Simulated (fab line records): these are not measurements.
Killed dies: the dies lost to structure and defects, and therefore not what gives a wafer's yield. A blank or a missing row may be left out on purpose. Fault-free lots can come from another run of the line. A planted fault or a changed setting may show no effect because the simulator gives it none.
The tool behind it: which one? | flow n5_finfet | 33 wafers from 11 lots sampled at 4 of the route's 1938 steps

== WHAT THE GAUGES READ, wafer by wafer ==
N5_BEOL_M14_THK_MEAS_50: measures by xrf.
lot  | measured     | on            | M14_THK (nm)
L201 | day 12 00:43 | film_metro-01 | 565 576 539
L202 | day 11 22:15 | film_metro-01 | 546 546 553
L203 | day 12 06:41 | film_metro-01 | 557 547 547
L208 | day 13 04:57 | film_metro-01 | 547 540 548
L212 | day 14 09:42 | film_metro-01 | 538 539 556
L219 | day 15 12:11 | film_metro-01 | 550 556 558
L220 | day 16 14:23 | film_metro-02 | 546 552 544
L221 | day 16 23:36 | film_metro-01 | 522 559 542
L222 | day 17 02:08 | film_metro-01 | 564 549 567
L223 | day 17 11:22 | film_metro-01 | 562 526 554
L224 | day 17 15:29 | film_metro-02 | 554 549 544

== TOOL THAT RAN EACH LOT (tool first, then ch and the chambers of the sampled wafers, then the start) ==
lot  | N5_BEOL_M14_TRENCH_ETCH_34         | N5_BEOL_M14_STRIP_37               | N5_BEOL_M14_SPUTTER_43
L201 | rie_diel-02 ch 0,1,3, day 11 19:10 | rie_diel-03 ch 0,1,3, day 11 22:47 | pvd_sputter-01, day 11 23:39
L202 | rie_diel-04 ch 0,1,2, day 11 19:19 | rie_diel-02 ch 0,1,2, day 11 20:35 | pvd_sputter-01, day 11 21:11
L203 | rie_diel-04 ch 1,2, day 12 02:04   | rie_diel-03 ch 2,3, day 12 05:08   | pvd_sputter-03, day 12 05:37
L208 | rie_diel-04 ch 1,2, day 12 23:26   | rie_diel-04 ch 0,3, day 13 03:06   | pvd_sputter-01, day 13 03:53
L212 | rie_diel-03 ch 0,3, day 14 06:43   | rie_diel-03 ch 0,1,2, day 14 08:07 | pvd_sputter-01, day 14 08:39
L219 | rie_diel-04 ch 1,2,3, day 15 09:58 | rie_diel-03 ch 0,2,3, day 15 10:23 | pvd_sputter-02, day 15 11:07
L220 | rie_diel-04 ch 0,2,3, day 16 04:41 | rie_diel-04 ch 1,2,3, day 16 12:20 | pvd_sputter-03, day 16 13:17
L221 | rie_diel-03 ch 0,2,3, day 16 21:57 | rie_diel-04 ch 0,1,3, day 16 22:08 | pvd_sputter-01, day 16 22:32
L222 | rie_diel-02 ch 1,2, day 16 23:13   | rie_diel-02 ch 0,1, day 17 00:24   | pvd_sputter-01, day 17 01:05
L223 | rie_diel-03 ch 0,2,3, day 17 04:23 | rie_diel-02 ch 0,1, day 17 09:11   | pvd_sputter-01, day 17 09:44
L224 | rie_diel-04 ch 2,3, day 17 13:10   | rie_diel-02 ch 1,2,3, day 17 14:00 | pvd_sputter-01, day 17 14:25
- N5_BEOL_M14_TRENCH_ETCH_34: etches SiO2 in C4F8/O2/Ar, target depth 556.65 nm, time 126.9 s.
- N5_BEOL_M14_STRIP_37: strips in O2.
- N5_BEOL_M14_SPUTTER_43: material TaN, target thk 15 nm, time 24.19 s.

== AS READ BY THE TOOLS THEMSELVES (means over the sampled wafers that have a number; for cases with no such wafer, the mark the record gives instead) ==
N5_BEOL_M14_TRENCH_ETCH_34.
lot  | tool        | drypump_motor_current_A (A) | oes_product_au (a.u.) | rf_vpp_V (V) | showerhead_plenum_p_Torr (Torr) | throttle_valve_pct (%)
L201 | rie_diel-02 | 5.9                         | 0.83                  | 2258         | 3.55                            | 30.69
L202 | rie_diel-04 | 5.8                         | 0.85                  | 2242         | 3.54                            | 30.86
L203 | rie_diel-04 | 5.9                         | 0.81                  | 2233         | 3.51                            | 30.85
L208 | rie_diel-04 | 5.9                         | 0.79                  | 2232         | 3.50                            | 30.86
L212 | rie_diel-03 | 6.0                         | 0.81                  | 2275         | 3.42                            | 30.86
L219 | rie_diel-04 | 5.8                         | 0.80                  | 2196         | 3.41                            | 30.79
L220 | rie_diel-04 | 5.8                         | 0.82                  | 2203         | 3.44                            | 30.82
L221 | rie_diel-03 | 5.6                         | 0.80                  | 2259         | 3.39                            | 30.91
L222 | rie_diel-02 | 5.7                         | 0.80                  | 2192         | 3.50                            | 30.74
L223 | rie_diel-03 | 5.6                         | 0.81                  | 2259         | 3.39                            | 30.94
L224 | rie_diel-04 | 6.0                         | 0.83                  | 2188         | 3.35                            | 30.81

N5_BEOL_M14_STRIP_37.
lot  | tool        | drypump_motor_current_A (A) | o2_flow_sccm (sccm) | oes_product_au (a.u.) | rf_vpp_V (V) | showerhead_plenum_p_Torr (Torr) | throttle_valve_pct (%)
L201 | rie_diel-03 | 6.0                         | 225.6               | 0.86                  | 3.8          | 2.10                            | 16.53
L202 | rie_diel-02 | 5.8                         | 224.6               | 0.84                  | 4.2          | 2.11                            | 16.56
L203 | rie_diel-03 | 5.2                         | 225.1               | 0.86                  | 2.9          | 2.06                            | 16.51
L208 | rie_diel-04 | 5.5                         | 225.5               | 0.80                  | 2.7          | 2.08                            | 16.44
L212 | rie_diel-03 | 5.6                         | 225.8               | 0.85                  | 3.7          | 2.07                            | 16.55
L219 | rie_diel-03 | 5.6                         | 225.3               | 0.82                  | 3.9          | 2.05                            | 16.54
L220 | rie_diel-04 | 5.8                         | 225.3               | 0.78                  | 3.5          | 2.08                            | 16.61
L221 | rie_diel-04 | 5.6                         | 225.4               | 0.75                  | 3.4          | 2.12                            | 16.58
L222 | rie_diel-02 | 5.8                         | 225.4               | 0.81                  | 3.6          | 2.14                            | 16.55
L223 | rie_diel-02 | 5.7                         | 226.0               | 0.82                  | 4.1          | 2.18                            | 16.50
L224 | rie_diel-02 | 5.9                         | 225.1               | 0.82                  | 4.5          | 2.11                            | 16.49

N5_BEOL_M14_SPUTTER_43.
lot  | tool           | cathode_dc_power_W (W) | throttle_valve_pct (%)
L201 | pvd_sputter-01 | 15000                  | 29.5
L202 | pvd_sputter-01 | 15001                  | 28.8
L203 | pvd_sputter-03 | 15001                  | 29.2
L208 | pvd_sputter-01 | 14149                  | 29.0
L212 | pvd_sputter-01 | 14146                  | 29.4
L219 | pvd_sputter-02 | 14999                  | 29.5
L220 | pvd_sputter-03 | 14998                  | 29.7
L221 | pvd_sputter-01 | 15000                  | 28.7
L222 | pvd_sputter-01 | 15001                  | 29.2
L223 | pvd_sputter-01 | 15000                  | 29.6
L224 | pvd_sputter-01 | 14999                  | 28.9

== THE ANSWER, worked out from the rows above alone ==
Rule: usual is defined by the lots themselves. The widest of any qualifying gaps counts: lots, ordered by their means at a reading, are off when they make up no more than a third of the lots, leave a main group of 4 or more, and stand apart from it by 3 or more times the standard deviation of that group's means. A main group is skipped when, at the precision printed for the reading in the tables above, its means are all equal. Also off: a lot with no number at a reading for which 4 or more lots have one. The other lots that the step has rows for count as sound. Order of review: gauges by route order, followed by the tools' own readings, for which a lot's mean as printed above is used. At the first step where some lot is off, the reading lying furthest off is the one used; lots without a number count as furthest.
Off: L208, L212 (N5_BEOL_M14_SPUTTER_43, cathode_dc_power_W). Mean 15000 W and standard deviation 0.99 in the main group.
If a tool, at that step or one of the process steps before it, ran each lot that is off and ran no sound lot following the first of them, it fits. No candidate that was tried fits.

== WHAT THE SIMULATOR HAD INSERTED ==
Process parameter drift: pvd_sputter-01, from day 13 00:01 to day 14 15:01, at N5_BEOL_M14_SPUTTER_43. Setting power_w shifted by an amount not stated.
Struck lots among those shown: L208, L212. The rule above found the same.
